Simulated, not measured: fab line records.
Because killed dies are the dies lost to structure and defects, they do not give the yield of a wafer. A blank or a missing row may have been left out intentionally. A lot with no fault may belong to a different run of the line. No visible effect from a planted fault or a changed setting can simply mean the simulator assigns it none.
Split-lot experiment | flow n5-finfet | 7 lots, 39 wafers read, on a route of 1938 steps

== ABOUT THE SPLIT ==
At N5_BEOL_M6_HM_DEP_02 (deposits TiN, target thk 20 nm), the setting target-thk-a was moved away from the recipe's 200 angstrom on 15 of the 39 wafers read, by -39.0% to +32.4%. This setting was run at the recipe's value on the other wafers.

== FROM THE SPLIT TO THE READING: what the file shows between them, 4 steps ==
- N5_BEOL_M6_COAT_59: time 60 s, resist thk 100 nm
- N5_BEOL_M6_COAT_60: time 60 s, resist thk 35 nm
- N5_BEOL_M6_STRIP_68: strips in N2/H2
- N5_BEOL_M6_STRIP_67: strips in CF4

== THE READING ==
etch.depth-nm (the simulator's own value, which no gauge read), in nm, at N5_BEOL_M6_HM_OPEN_17 (chemistry Cl2/BCl3, target TiN, target depth 20 nm, overetch 6 nm). No usual value for it is given in the file. Across the 24 wafers here that went through the recipe, the average is 20.00 nm and the standard deviation 0.2 nm.

wafer  | tool, chamber at the split | target-thk-a as run, angstrom | against the recipe | etch.depth-nm, nm | against lot-mates on the recipe
L074.1 | pvd-sputter-03, -          | 200                           | recipe             | 19.94             | -
L074.2 | pvd-sputter-03, -          | 200                           | recipe             | 20.1              | -
L074.4 | pvd-sputter-03, -          | 200                           | recipe             | 20.1              | -
L074.3 | pvd-sputter-03, -          | 238.8                         | +19.4%             | 24.01             | +3.96
L074.5 | pvd-sputter-03, -          | 238.8                         | +19.4%             | 23.78             | +3.73
L074.6 | pvd-sputter-03, -          | 238.8                         | +19.4%             | 23.75             | +3.70
L078.1 | pvd-sputter-03, -          | 200                           | recipe             | 19.93             | -
L078.2 | pvd-sputter-03, -          | 200                           | recipe             | 19.68             | -
L078.3 | pvd-sputter-03, -          | 200                           | recipe             | 19.68             | -
L078.4 | pvd-sputter-03, -          | 200                           | recipe             | 19.81             | -
L078.5 | pvd-sputter-03, -          | 200                           | recipe             | 19.89             | -
L078.6 | pvd-sputter-03, -          | 200                           | recipe             | 19.75             | -
L085.1 | pvd-sputter-03, -          | 200                           | recipe             | 19.81             | -
L085.2 | pvd-sputter-03, -          | 146.8                         | -26.6%             | 14.5              | -5.38
L085.5 | pvd-sputter-03, -          | 146.8                         | -26.6%             | 14.5              | -5.38
L085.6 | pvd-sputter-03, -          | 146.8                         | -26.6%             | 14.5              | -5.38
L085.3 | pvd-sputter-03, -          | 200                           | recipe             | 19.96             | -
L085.4 | pvd-sputter-03, -          | 200                           | recipe             | 19.88             | -
L088.1 | pvd-sputter-01, -          | 200                           | recipe             | 20.06             | -
L088.2 | pvd-sputter-01, -          | 242                           | +21.0%             | 24.11             | +4.03
L088.3 | pvd-sputter-01, -          | 242                           | +21.0%             | 24.17             | +4.09
L088.4 | pvd-sputter-01, -          | 242                           | +21.0%             | 24.36             | +4.28
L088.5 | pvd-sputter-01, -          | 200                           | recipe             | 20.16             | -
L088.6 | pvd-sputter-01, -          | 200                           | recipe             | 20.02             | -
L086.2 | pvd-sputter-03, -          | 200                           | recipe             | 19.93             | -
L086.4 | pvd-sputter-03, -          | 200                           | recipe             | 20.17             | -
L086.6 | pvd-sputter-03, -          | 200                           | recipe             | 20.13             | -
L093.1 | pvd-sputter-02, -          | 200                           | recipe             | 20.4              | -
L093.2 | pvd-sputter-02, -          | 264.9                         | +32.4%             | 26.39             | +6.02
L093.3 | pvd-sputter-02, -          | 264.9                         | +32.4%             | 26.11             | +5.74
L093.4 | pvd-sputter-02, -          | 200                           | recipe             | 20.48             | -
L093.5 | pvd-sputter-02, -          | 264.9                         | +32.4%             | 26.04             | +5.67
L093.6 | pvd-sputter-02, -          | 200                           | recipe             | 20.23             | -
L096.1 | pvd-sputter-02, -          | 122.1                         | -39.0%             | 12.1              | -7.89
L096.2 | pvd-sputter-02, -          | 200                           | recipe             | 19.86             | -
L096.3 | pvd-sputter-02, -          | 200                           | recipe             | 20.22             | -
L096.4 | pvd-sputter-02, -          | 122.1                         | -39.0%             | 12.21             | -7.78
L096.5 | pvd-sputter-02, -          | 200                           | recipe             | 19.9              | -
L096.6 | pvd-sputter-02, -          | 122.1                         | -39.0%             | 12.09             | -7.90

FIT RESULTS
A straight line over all 39 wafers: etch.depth-nm changes by +0.199 nm for each +1% of target-thk-a; r = +1.00; the points scatter about the line by 0.2 nm.
The same after taking each lot's own level away (the mean of its wafers on the recipe; 39 wafers): +0.195 nm for each +1%; r = +1.00; scatter 0.19 nm.
On that fit, the largest move of target-thk-a shifts the reading by 7.6 nm.
The span of the lots' own levels, 19.790 to 20.370 nm, comes to 2.8 times the standard deviation stated above.
The two slopes agree, so the slope changes little with the lot-to-lot level.
Check: for one of the wafers moved furthest among these (-39.0%), held out of the fit, the line's prediction against its lot-mates is -7.63 nm. It came out at -7.89 nm against them.

== THE WHOLE CHAIN: every reading that the file lists as answering this split, in the file's order ==
step                  | what it does                                                      | reading                                                                          | change (the file's fit)               | r (the file's)
N5_BEOL_M6_HM_DEP_02  | deposits TiN, target thk 20 nm                                    | TiN_of_BEOL_M6_HM_DEP_02.thk-nm (the simulator's own value, which no gauge read) | +0.202 nm for each +1% of the setting | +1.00
N5_BEOL_M6_HM_OPEN_17 | chemistry Cl2/BCl3, target TiN, target depth 20 nm, overetch 6 nm | etch.depth-nm (the simulator's own value, which no gauge read)                   | +0.195 nm for each +1% of the setting | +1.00

== FILE'S OWN FIT ==
etch.depth-nm changes by +0.195 nm for each +1% of target-thk-a, r = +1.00.
